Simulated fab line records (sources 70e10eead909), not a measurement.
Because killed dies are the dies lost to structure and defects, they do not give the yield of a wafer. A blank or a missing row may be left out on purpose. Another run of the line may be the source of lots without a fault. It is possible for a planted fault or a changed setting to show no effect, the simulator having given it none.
Matching of chambers	flow nandHarc	rieDiel-02 running NHARC_P_GATE_DESCUM_31: 4 sister chambers
The step chemistry O2, time 3 s. 20 wafers are shown with their chamber, then 10 later ones without.

== EACH WAFER AND ITS CHAMBER ==
wafer	chamber	drypumpMotorCurrentA (A)	oesProductAu (a.u.)	throttleValvePct (%)
L075.3	3	5.1	0.990	11.313
L075.4	0	5.5	1.014	11.305
L075.6	3	5.2	0.987	11.305
L077.3	3	5.1	0.987	11.309
L077.5	0	5.5	0.993	11.307
L077.6	1	6.4	0.988	11.305
L078.3	1	6.3	0.987	11.297
L078.4	3	5.2	0.988	11.303
L078.5	1	6.3	0.995	11.288
L081.1	3	5.2	0.985	11.313
L081.3	1	6.3	0.989	11.319
L081.5	1	6.3	0.985	11.295
L083.3	3	5.1	0.978	11.311
L083.4	2	5.4	0.994	11.324
L083.6	1	6.4	0.995	11.320
L085.2	3	5.2	0.974	11.297
L085.5	0	5.5	1.001	11.328
L085.6	1	6.4	1.009	11.302
L086.1	0	5.5	0.990	11.302
L086.2	2	5.4	0.997	11.310

SIGNATURES (averages over the wafers above)
reading	chamber 0	chamber 1	chamber 2	chamber 3	scatter within a chamber
drypumpMotorCurrentA	5.500	6.343	5.400	5.157	0.0463
oesProductAu	0.99950	0.99257	0.99550	0.98414	0.00775
throttleValvePct	11.31050	11.30371	11.31700	11.30729	0.01
Rule: for a wafer and a chamber, the distance is found by dividing, reading by reading, the gap between the wafer's reading and the chamber's mean by the reading's scatter, squaring, summing and taking the root. If the next closest chamber is less than 2 further off than the closest, the wafer can't be placed; otherwise it belongs to the closest. The scatter is the square root of a quotient: the sum, over the shown wafers, of each reading's squared deviation from its chamber's mean, divided by wafers minus chambers.

== WAFERS WHOSE CHAMBER IS MISSING ==
wafer	drypumpMotorCurrentA (A)	oesProductAu (a.u.)	throttleValvePct (%)
L086.4	5.2	0.985	11.319
L090.3	5.4	0.985	11.332
L090.4	5.5	0.991	11.299
L090.6	5.2	0.991	11.317
L093.4	5.5	0.977	11.308
L093.5	5.5	0.998	11.312
L093.6	6.3	1.001	11.321
L097.2	6.4	0.995	11.319
L097.3	5.4	0.985	11.295
L097.5	5.4	0.980	11.305

== THE CHAMBER EACH PASSED THROUGH ==
wafer	from the rows above	in truth
L086.4	3	3
L090.3	can't be placed: 2 or 0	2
L090.4	can't be placed: 0 or 2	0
L090.6	3	3
L093.4	can't be placed: 0 or 2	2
L093.5	can't be placed: 0 or 2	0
L093.6	1	1
L097.2	1	1
L097.3	can't be placed: 2 or 0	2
L097.5	can't be placed: 2 or 0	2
Correct placement for 4 of the 10. These rows do not allow placing 6 (true chamber among the candidates in 6). Placed wrongly: 0.
